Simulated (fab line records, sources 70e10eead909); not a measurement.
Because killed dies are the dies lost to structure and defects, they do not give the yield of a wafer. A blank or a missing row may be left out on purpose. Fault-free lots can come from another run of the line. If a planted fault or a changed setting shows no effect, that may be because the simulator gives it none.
Which tool is to blame? | flow nand harc | Sampling: 12 lots, 36 wafers, 4 of 1302 route steps

## WHAT THE GAUGES SHOWED, per wafer
NHARC_P_M1_CD_MEAS_16.
lot  | measured     | on        | cd nm (nm)
L076 | day 7 10:34  | cd sem-02 | 127.8 130.0 129.2
L074 | day 7 18:02  | cd sem-01 | 130.4 131.2 129.7
L079 | day 8 06:33  | cd sem-01 | 129.7 129.9 129.3
L081 | day 9 04:40  | cd sem-01 | 129.3 128.6 129.0
L083 | day 9 23:05  | cd sem-02 | 130.8 130.4 129.5
L084 | day 10 22:35 | cd sem-02 | 128.8 127.6 128.8
L087 | day 12 12:35 | cd sem-01 | 130.1 130.9 129.7
L089 | day 13 02:26 | cd sem-01 | 130.5 130.3 130.4
L091 | day 13 10:09 | cd sem-02 | 128.6 128.5 128.4
L092 | day 14 00:20 | cd sem-01 | 130.0 130.2 130.5
L095 | day 15 03:30 | cd sem-03 | 129.6 129.5 129.4
L097 | day 15 19:01 | cd sem-01 | 129.6 129.5 129.4

## TOOL THAT RAN EACH LOT (tool first, then ch and the chambers of the sampled wafers, then the start)
lot  | NHARC_P_CONTACT_DEP_00                     | NHARC_P_CONTACT_DESCUM_17          | NHARC_P_CONTACT_PVD_32
L076 | pecvd-01 ch 1,2, day 7 02:02 or earlier    | rie diel-08 ch 0,1,2, day 7 02:02  | pvd sputter-01, day 7 10:34 or earlier
L074 | pecvd-02 ch 0,1,2, day 7 09:11 or earlier  | rie diel-13 ch 0,1,3, day 7 09:11  | pvd sputter-03, day 7 18:02 or earlier
L079 | pecvd-02 ch 1,2, day 7 22:08 or earlier    | rie diel-08 ch 1,2, day 7 22:08    | pvd sputter-02, day 8 06:33 or earlier
L081 | pecvd-02 ch 0,1,2, day 8 19:38 or earlier  | rie diel-13 ch 1,2, day 8 19:38    | pvd sputter-02, day 9 04:40 or earlier
L083 | pecvd-03 ch 0,1,2, day 9 14:27 or earlier  | rie diel-08 ch 0,1, day 9 14:27    | pvd sputter-02, day 9 23:05 or earlier
L084 | pecvd-01 ch 0,1, day 10 13:53 or earlier   | rie diel-08 ch 0,1, day 10 13:53   | pvd sputter-03, day 10 22:35 or earlier
L087 | pecvd-02 ch 1,2, day 12 03:51 or earlier   | rie diel-13 ch 1,2,3, day 12 03:51 | pvd sputter-02, day 12 12:35 or earlier
L089 | pecvd-02 ch 0,2, day 12 17:40 or earlier   | rie diel-08 ch 0,1,3, day 12 17:40 | pvd sputter-03, day 13 02:26 or earlier
L091 | pecvd-03 ch 0,1,2, day 13 01:35 or earlier | rie diel-10 ch 2,3, day 13 01:35   | pvd sputter-03, day 13 10:09 or earlier
L092 | pecvd-01 ch 0,1,2, day 13 15:47 or earlier | rie diel-13 ch 2,3, day 13 15:47   | pvd sputter-03, day 14 00:20 or earlier
L095 | pecvd-03 ch 0,1,2, day 14 18:52 or earlier | rie diel-08 ch 0,1,2, day 14 18:52 | pvd sputter-01, day 15 03:30 or earlier
L097 | pecvd-03 ch 0,1,2, day 15 10:37 or earlier | rie diel-10 ch 1,2, day 15 10:37   | pvd sputter-02, day 15 19:01 or earlier
- NHARC_P_CONTACT_DEP_00: deposits SiO2, target thk 500 nm.
- NHARC_P_CONTACT_DESCUM_17: chemistry O2, time 3 s.
- NHARC_P_CONTACT_PVD_32: deposits Ti, target thk 5 nm, time 17.7 s.

## THE ANSWER, worked out from the rows above alone
Rule: usual is defined by the lots themselves. Put in order of their means at a reading, lots are off if they are a third of the lots or fewer, leave a main group of 4 or more, and stand apart from it by a gap of 3 or more times the standard deviation of the main group's means; of several such gaps the widest counts. A main group whose means are all the same, to the digits that the tables above print for the reading, isn't used. A lot without any number at a reading at which 4 lots or more have one is off too. All remaining lots with rows at the step are treated as sound.
None of the lots is off at any reading shown; this tells nothing.

## WHAT THE SIMULATOR PUT IN
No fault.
